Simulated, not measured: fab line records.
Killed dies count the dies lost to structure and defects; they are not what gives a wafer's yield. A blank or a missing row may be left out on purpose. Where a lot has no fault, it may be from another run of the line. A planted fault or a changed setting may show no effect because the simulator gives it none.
Code-filled problem report in 8D (eight disciplines) form || flow nand harc || the parts of the form that need people (team, actions taken, sign-off) are left out

1. THE PROBLEM
Mean of run length s at NHARC_A_CHANNEL_FILL_D2_ETCHBACK_08: 180.0 s across 3 wafers in 3 lots; on wafers with no fault it is 131.3 s (standard deviation 0.43). That is +99 or more standard deviations from the usual mean.
The step: etches the open film in C4F8, target depth 220 nm, time 110 s.
Seen first at day 21 19:29 on rie diel-05, wafer L468.3. The record holds 36 wafers of 13 lots with a number at this step. By rule, "out" or "out of limits" means more than 4 standard deviations away from the usual mean. The rest of the wafers with a number are treated as sound.

2. WHAT IT IS AND WHAT IT IS NOT
{"question": "which readings at this step", "is": "run length s", "is not": "oes product au, rf vpp V"}
{"question": "which lots", "is": "L468, L471, L472", "is not": "L454, L456, L459, L460, L461, L462, L463, L473, L474, L475"}
{"question": "which wafers of those lots", "is": "L468.3, L471.4, L472.3", "is not": "L468.1, L471.1, L472.1"}
{"question": "read on which tools", "is": "rie diel-05", "is not": "rie diel-03, rie diel-13"}
{"question": "when", "is": "from day 21 19:29", "is not": "up to then (22 sound wafers); but 11 sound wafers of L471, L472, L473, L474, L475 came after"}

3. WHAT RULES OUT EACH SUSPECT
Counting: any tool at a process step up to the reading remains a suspect provided it ran every lot that is out. Sound lots after the first of them don't rule it out here, since some wafers of a struck lot are sound.
- har etch-01 at NHARC_A_CHANNEL_HOLE_D2_ETCH_27 (etches the open film in C4F8/O2/Ar, time 90 s, target depth 400 nm): kept. It processed each lot that is out (first: L468, day 19 23:18); up to then, its last sound lot is L463 (day 17 23:40).
- rie diel-05 at NHARC_A_CHANNEL_FILL_D2_ETCHBACK_08 (etches the open film in C4F8, target depth 220 nm, time 110 s): kept. It processed each lot that is out (first: L468, day 21 19:29); up to then, its last sound lot is L463 (day 19 18:45). Its own readings are out on those wafers: run length s.
The count leaves rie diel-05 at NHARC_A_CHANNEL_FILL_D2_ETCHBACK_08 and har etch-01 at NHARC_A_CHANNEL_HOLE_D2_ETCH_27.

4. THE CAUSE (what the simulator had put in)
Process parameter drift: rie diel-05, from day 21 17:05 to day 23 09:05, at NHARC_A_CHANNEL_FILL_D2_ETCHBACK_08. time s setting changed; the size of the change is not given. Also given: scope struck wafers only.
Counting leaves 2 suspects; this tool is one of them.

5. THE CHAIN OF EFFECTS, in route order
Rows list readings where the struck wafers' mean (over those with a number) sits beyond 3 standard deviations from the usual. Readings are gone through only where the record gives a usual standard deviation; hours: the median, over the lots, of the time from a lot's start at the first step in this table giving one to that lot's start at this step; sigmas: the change measured in usual standard deviations.
{"hours": 0, "step": "NHARC_A_CHANNEL_FILL_D2_ETCHBACK_08", "reading": "run length s", "usual": "131.3 s", "on struck wafers": 180.0, "change": "+48.7", "sigmas": "+99 or more"}
{"hours": 216, "step": "NHARC_END_SORT_01", "reading": "killed at other", "usual": 1.0, "on struck wafers": 5.0, "change": "+4.0", "sigmas": "+3.6"}
It contains these process steps:
- NHARC_A_CHANNEL_FILL_D2_ETCHBACK_08: etches the open film in C4F8, target depth 220 nm, time 110 s.

6. WHAT WOULD HAVE CAUGHT IT SOONER
In this record no reading fell out of limits until day 21 19:29, 2 hours after the fault had begun at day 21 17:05.
